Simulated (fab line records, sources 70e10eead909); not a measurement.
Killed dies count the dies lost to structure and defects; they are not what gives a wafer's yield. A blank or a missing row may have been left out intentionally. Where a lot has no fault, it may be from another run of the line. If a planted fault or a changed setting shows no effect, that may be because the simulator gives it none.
2 desks looking at one fault -- flow nandHarc -- each desk has only its own numbers; what lay behind them comes last

THE DEFECT DESK
Per lot, the means of the sampled wafers with a number show what the inspections along the route counted. Marked OUT: a lot whose mean sits more than 4 standard deviations from the usual mean, which makes it out of limits; the brackets give that distance.
Columns: A = rawDefectCount at NHARC_HYBRID_BOND_INSPECT_06, usual 79
lot,first seen here,A
L626,day 24 01:46,150
L628,day 24 10:24,72
L625,day 24 10:25,35
L627,day 24 10:26,67
L629,day 25 12:48,123
L630,day 26 08:08,121
L631,day 26 19:01,35
L638,day 28 12:46,27
L639,day 29 16:10,82
L641,day 31 04:35,147
L642,day 31 04:35,41
L644,day 32 09:03,44
L648,day 33 05:11,73
This desk found nothing out of limits on any of the 13 lots.

METROLOGY DESK
Means of the sampled wafers that have a number, per lot and without regard to the tool the lot ran on: this is what the gauges read. Marked OUT: a lot whose mean sits more than 4 standard deviations from the usual mean, which makes it out of limits; the brackets give that distance.
Columns: A = overlayXNm at NHARC_HYBRID_BOND_OVL_MEAS_05, usual -4 nm; B = overlayYNm at NHARC_HYBRID_BOND_OVL_MEAS_05, usual -1 nm
lot,first seen here,A,B
L626,day 24 01:43,7,22
L628,day 24 10:21,-2,13
L625,day 24 10:22,-35,1
L627,day 24 10:23,5,-23
L629,day 25 12:44,-20,-23
L630,day 26 08:05,8,-6
L631,day 26 18:58,-16,-5
L638,day 28 12:43,-35,6
L639,day 29 16:07,26,-8
L641,day 31 04:32,15,24
L642,day 31 04:32,21,14
L644,day 32 09:00,14,14
L648,day 33 05:08,4,-10
This desk found nothing out of limits on any of the 13 lots.

TAKEN TOGETHER
Nothing out of limits was seen by the defect desk.
Metrology desk: nothing out of limits seen.

WHAT THE SIMULATOR HAD PUT IN
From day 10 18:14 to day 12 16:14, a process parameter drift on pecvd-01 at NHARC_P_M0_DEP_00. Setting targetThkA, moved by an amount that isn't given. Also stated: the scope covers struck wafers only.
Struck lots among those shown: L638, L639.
